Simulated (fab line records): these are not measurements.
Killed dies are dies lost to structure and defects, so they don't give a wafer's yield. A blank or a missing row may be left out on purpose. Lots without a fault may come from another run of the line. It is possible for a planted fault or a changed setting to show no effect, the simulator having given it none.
Which tool was responsible? / flow nand-harc / 6 lots with 18 wafers sampled at 4 steps, on a route of 1302 steps

WHAT THE GAUGES READ, wafer by wafer
NHARC_A_M0_CD_MEAS_09 targets a cd of 80 nm.
lot=L109; measured=day 23 07:29; on=cd-sem-02; cd-nm (nm)=80.9 80.5 80.4
lot=L110; measured=day 23 20:58; on=cd-sem-02; cd-nm (nm)=80.2 81.2 80.7
lot=L116; measured=day 26 11:41; on=cd-sem-03; cd-nm (nm)=80.1 79.0 80.8
lot=L124; measured=day 29 21:26; on=cd-sem-02; cd-nm (nm)=87.6 87.9 87.7
lot=L129; measured=day 31 08:25; on=cd-sem-01; cd-nm (nm)=81.1 81.0 80.6
lot=L131; measured=day 31 23:28; on=cd-sem-03; cd-nm (nm)=80.1 79.5 79.6

WHICH TOOL RAN EACH LOT (tool, then ch and the chambers of the sampled wafers, then the start)
lot=L109; NHARC_A_CONTACT_CVD_19=cvd-w-01 ch 0,1, day 23 03:40 or earlier; NHARC_A_BLC_DESCUM_15=rie-diel-09 ch 2,3, day 23 03:46; NHARC_A_M0_EXPOSE_06=arfi-scanner-03 ch 0, day 23 07:21
lot=L110; NHARC_A_CONTACT_CVD_19=cvd-w-02 ch 0,1, day 23 17:01 or earlier; NHARC_A_BLC_DESCUM_15=rie-diel-06 ch 0,2,3, day 23 17:07; NHARC_A_M0_EXPOSE_06=arfi-scanner-01 ch 0, day 23 20:50
lot=L116; NHARC_A_CONTACT_CVD_19=cvd-w-02 ch 0, day 26 07:41 or earlier; NHARC_A_BLC_DESCUM_15=rie-diel-08 ch 0,1,2, day 26 07:47; NHARC_A_M0_EXPOSE_06=arfi-scanner-01 ch 0, day 26 11:33
lot=L124; NHARC_A_CONTACT_CVD_19=cvd-w-02 ch 0,1, day 29 17:36 or earlier; NHARC_A_BLC_DESCUM_15=rie-diel-09 ch 0,1, day 29 17:42; NHARC_A_M0_EXPOSE_06=arfi-scanner-03 ch 0, day 29 21:17
lot=L129; NHARC_A_CONTACT_CVD_19=cvd-w-01 ch 0,1, day 31 04:28 or earlier; NHARC_A_BLC_DESCUM_15=rie-diel-06 ch 1,3, day 31 04:35; NHARC_A_M0_EXPOSE_06=arfi-scanner-01 ch 0, day 31 08:17
lot=L131; NHARC_A_CONTACT_CVD_19=cvd-w-02 ch 0,1, day 31 19:31 or earlier; NHARC_A_BLC_DESCUM_15=rie-diel-06 ch 1,3, day 31 19:37; NHARC_A_M0_EXPOSE_06=arfi-scanner-01 ch 0, day 31 23:20
- NHARC_A_CONTACT_CVD_19: deposits W, target thk 300 nm, time 802 s.
- NHARC_A_BLC_DESCUM_15: chemistry O2, time 3 s.
- NHARC_A_M0_EXPOSE_06: exposes mask A M0, target cd 80 nm.

THE ANSWER, worked out from the rows above alone
Rule: the lots themselves supply what counts as usual. The widest of any qualifying gaps counts: lots, ordered by their means at a reading, are off when they make up no more than a third of the lots, leave a main group of 4 or more, and stand apart from it by 3 or more times the standard deviation of that group's means. If all means in a main group match to the digits the tables above print for the reading, that group is not used. A lot without any number at a reading at which 4 lots or more have one is off too. Where the step has rows for the other lots, those lots are counted as sound.
Off at NHARC_A_M0_CD_MEAS_09 (cd-nm): L124. For the main group the mean is 80.4 nm and the standard deviation 0.45.
A tool fits if, at a process step before that reading, it ran every lot that is off, and no sound lot after the first of them. Those tools and the gauges at NHARC_A_M0_CD_MEAS_09 are tried in the same way. NHARC_A_CONTACT_CVD_19: start missing for some lots; hours and lot order therefore follow NHARC_A_BLC_OVL_MEAS_11. Can't be told from this: 3 tools fit, rie-diel-09 at NHARC_A_BLC_DESCUM_15, arfi-scanner-03 at NHARC_A_M0_EXPOSE_06, cd-sem-02 at NHARC_A_M0_CD_MEAS_09.

WHAT HAD BEEN PUT IN BY THE SIMULATOR
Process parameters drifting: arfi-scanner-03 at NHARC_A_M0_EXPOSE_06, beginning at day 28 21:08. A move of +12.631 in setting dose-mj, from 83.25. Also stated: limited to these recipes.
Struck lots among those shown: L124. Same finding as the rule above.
